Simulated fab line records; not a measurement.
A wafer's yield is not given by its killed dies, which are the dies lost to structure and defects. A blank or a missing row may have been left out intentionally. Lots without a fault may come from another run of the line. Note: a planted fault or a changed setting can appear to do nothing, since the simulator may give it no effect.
One fault seen from 2 desks | flow nandHarc | every desk sees just its own numbers, and what lay behind them comes last

METROLOGY DESK
What the gauges read for every lot (on any tool): the sampled wafers with a number, averaged. The brackets show how far a lot's mean lies from the usual mean; more than 4 standard deviations puts the lot out of limits, marked OUT.
Columns: A = thkNm at NHARC_A_SOURCE_PLATE_THK_MEAS_06, usual 200.0 nm; B = thkNm at NHARC_A_ONON_D1_THK_MEAS_30, usual 1001 nm; C = thkNm at NHARC_A_ONON_D1_THK_MEAS_34, usual 202 nm
lot  | first seen here | A     | B    | C
L648 | day 7 19:34     | 199.1 | 1017 | 198
L649 | day 7 19:34     | 197.5 | 989  | 202
L650 | day 8 12:41     | 199.5 | 1007 | 201
L651 | day 8 21:00     | 200.0 | 998  | 201
L657 | day 11 05:52    | 197.5 | 993  | 201
L659 | day 12 09:35    | 203.7 | 1003 | 246 (+13) OUT
L660 | day 13 00:26    | 200.2 | 1013 | 223 (+6.4) OUT
L663 | day 13 15:05    | 200.3 | 1011 | 205
L664 | day 14 08:51    | 198.9 | 1018 | 206
L667 | day 15 10:16    | 197.5 | 996  | 199
L669 | day 16 06:47    | 198.0 | 1001 | 202
L670 | day 16 22:44    | 199.6 | 979  | 203
This desk's finding: out of limits on L659, L660; first on L659, day 12 23:02 (thkNm at NHARC_A_ONON_D1_THK_MEAS_34). In limits: L648, L649, L650, L651, L657, L663, L664, L667, L669, L670.

TOOL OWNER'S DESK, pecvd-01
The tool's own readings at NHARC_A_ONON_D1_DEP_33 (deposits SiO2, target thk 200 nm): means of the sampled wafers that have a number, for each lot that ran on this tool. The brackets show how far a lot's mean lies from the usual mean; more than 4 standard deviations puts the lot out of limits, marked OUT.
Columns: A = heaterPowerW at NHARC_A_ONON_D1_DEP_33, usual 571 W; B = mfcPrecursorSccm at NHARC_A_ONON_D1_DEP_33, usual 161.4 sccm; C = rfFwdPowerW at NHARC_A_ONON_D1_DEP_33, usual 898 W; D = throttleValvePct at NHARC_A_ONON_D1_DEP_33, usual 16.0 %
lot  | first seen here | A   | B               | C   | D
L649 | day 8 08:37     | 567 | 161.5           | 900 | 16.1
L650 | day 9 01:31     | 559 | 161.2           | 897 | 15.7
L651 | day 9 10:04     | 592 | 161.8           | 898 | 15.7
L657 | day 11 19:01    | 588 | 162.3           | 900 | 15.8
L659 | day 12 22:43    | 555 | 195.1 (+66) OUT | 901 | 16.3
L660 | day 13 13:28    | 561 | 178.0 (+32) OUT | 901 | 16.1
L667 | day 15 23:17    | 574 | 161.3           | 896 | 15.4
L670 | day 17 15:32    | 486 | 161.1           | 898 | 15.6
This desk's finding: out of limits on L659, L660; first on L659, day 12 22:43 (mfcPrecursorSccm at NHARC_A_ONON_D1_DEP_33). In limits: L649, L650, L651, L657, L667, L670.

BROUGHT TOGETHER
The tool owner's desk could have raised an alarm at day 12 22:43, on L659, L660.
Metrology desk: alarm possible at day 12 23:02 on L659, L660.
On pecvd-01, each named lot ran NHARC_A_ONON_D1_DEP_33.

WHAT THE SIMULATOR HAD PUT IN
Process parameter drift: pecvd-01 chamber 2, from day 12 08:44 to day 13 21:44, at NHARC_A_ONON_D1_DEP_33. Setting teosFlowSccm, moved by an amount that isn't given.
Shown lots that were struck: L659, L660.
Counting hours from when the fault started, the first reading out of limits came at 14 for the tool owner's desk and at 14 for the metrology desk.
